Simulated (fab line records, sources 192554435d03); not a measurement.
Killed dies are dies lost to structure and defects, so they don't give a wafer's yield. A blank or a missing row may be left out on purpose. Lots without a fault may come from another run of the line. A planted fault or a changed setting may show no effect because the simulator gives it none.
A struck lot beside a sound one | flow n5_finfet | 16 steps out of a route of 1938
Sound: wafers L954.1, L954.2, L954.4. Struck: wafer L973.6. (L973.1, L973.3 of the same lot were not struck and are left out.) The cause comes at the end.
At each step with rows: each side's tool, then ch and its chambers, then its first start. Under that, the readings that differ: sound wafers | struck wafers | difference of the means | sigmas: that difference in standard deviations of wafers without a fault.
alike: readings whose means differ by less than 2 such deviations, and words and numbers that are the same on both sides. not compared: withheld readings, readings that some wafer has no value for, bounds like >300 that may hide the same value, and numbers for which the record gives no deviation and whose values overlap.
The two part at a step that has a row with sigmas, a row that says differs or no value, or rows on one side only. Numbers that don't overlap but have no deviation are shown without sigmas and don't part them. A reading that every wafer of one side lacks parts them only if that side has two wafers or more.

first, 3 steps without rows for these wafers: N5_GATE_CUT_EXPOSE_10 (exposes mask GATE CUT, target cd 20 nm); N5_GATE_CUT_PEB_11 (peb time 60 s); N5_GATE_CUT_DEVELOP_12 (develop time 30 s).
N5_GATE_CUT_CD_MEAS_13: target cd 20 nm.
  sound on cd_sem-02 ch 0, day 5 01:29; struck on cd_sem-03 ch 0, day 9 17:08
  alike: cd_nm
N5_GATE_CUT_OVL_MEAS_14:
  sound on overlay-01 ch 0, day 5 01:31; struck on overlay-02 ch 0, day 9 17:10
  alike: GATE_CUT_OVL
N5_GATE_CUT_INSPECT_15: inspects for defects (brightfield).
  sound on defect_inspect-02, day 5 01:34; struck on defect_inspect-01, day 9 17:13
  reading          | sound       | struck | difference | sigmas
  raw_defect_count | 211 131 105 | 64     | -85        | -2
N5_GATE_CUT_DESCUM_18: chemistry O2, time 7 s.
  sound on rie_diel-02 ch 0,1,3, day 5 01:38; struck on rie_diel-02 ch 3, day 9 17:15
  alike: drypump_motor_current_A, oes_product_au, rf_vpp_V, showerhead_plenum_p_Torr, throttle_valve_pct
  not compared: rf_hours_counter_h
N5_GATE_CUT_ETCH_28: etches underlayer in N2/H2, target depth 13 nm, time 10.4 s.
  sound on rie_diel-02 ch 0,1,3, day 5 01:40; struck on rie_diel-02 ch 3, day 9 17:17
  alike: drypump_motor_current_A, etch_rf_on_time_s, oes_product_au, rf_vpp_V, showerhead_plenum_p_Torr, throttle_valve_pct
  not compared: rf_hours_counter_h
N5_GATE_CUT_ETCH_36: etches SiARC in CF4, target depth 13 nm, time 21.7 s.
  sound on rie_diel-02 ch 0,1,3, day 5 01:41; struck on rie_diel-02 ch 3, day 9 17:18
  alike: drypump_motor_current_A, etch_rf_on_time_s, oes_product_au, rf_vpp_V, showerhead_plenum_p_Torr, throttle_valve_pct
  not compared: rf_hours_counter_h
N5_GATE_CUT_ETCH_37: etches SOC in N2/H2, target depth 60 nm, overetch 12 nm, time 90 s.
  sound on rie_diel-02 ch 0,1,3, day 5 01:43; struck on rie_diel-02 ch 3, day 9 17:20
  alike: drypump_motor_current_A, oes_product_au, rf_vpp_V, showerhead_plenum_p_Torr, throttle_valve_pct
  not compared: rf_hours_counter_h
then, 2 steps without rows for these wafers: N5_GATE_CUT_STRIP_38 (strips in N2/H2); N5_GATE_CUT_STRIP_39 (strips in N2/H2).
N5_GATE_CUT_HM_OPEN_40: chemistry C4F6/O2, target SiO2, target depth 139 nm, time 85.1 s.
  sound on rie_diel-02 ch 0,1,3, day 5 01:48; struck on rie_diel-02 ch 3, day 9 17:25
  reading               | sound          | struck | difference | sigmas
  etch_rf_on_time_s (s) | 95.2 95.3 95.4 | 157.4  | +62.1      | +41
  alike: drypump_motor_current_A, oes_ar_750_au, oes_product_au, rf_vpp_V, showerhead_plenum_p_Torr, throttle_valve_pct
  not compared: rf_hours_counter_h
N5_GATE_CUT_STRIP_41: strips in CF4.
  sound on rie_diel-02 ch 0,1,3, day 5 01:52; struck on rie_diel-02 ch 3, day 9 17:28
  alike: drypump_motor_current_A, oes_product_au, rf_vpp_V, showerhead_plenum_p_Torr, throttle_valve_pct
  not compared: rf_hours_counter_h
-- the record jumps here: 4 days lie between the struck wafers' starts before and after (it left off in module GATE_CUT and takes up again in module BEOL_M4, whose first step shown is number 1111 of the route) --
N5_BEOL_M4_RC_MEAS_101:
  sound on prober-01 ch 0, day 8 18:10; struck on prober-01 ch 0, day 13 12:37
  reading        | sound             | struck | difference | sigmas
  IOFF_N (nA/um) | 0.153 0.222 0.192 | 0.123  | -0.066     | -3
  ION_N (uA/um)  | 679 688 690       | 664    | -22        | -3
  VT_N (mV)      | 251.5 245.6 247.1 | 253.1  | +5.0       | +2
  alike: DIBL_N, DIBL_P, IOFF_P, ION_P, SS_N, SS_P, VT_P
N5_PASSIVATION_PROBE_49:
  the record has rows for the sound wafers here (prober-02, day 13 00:23) and none for the struck ones

WHERE THEY PART
First at N5_GATE_CUT_INSPECT_15; last, within this record, at N5_PASSIVATION_PROBE_49.

WHY: what the simulator had put in
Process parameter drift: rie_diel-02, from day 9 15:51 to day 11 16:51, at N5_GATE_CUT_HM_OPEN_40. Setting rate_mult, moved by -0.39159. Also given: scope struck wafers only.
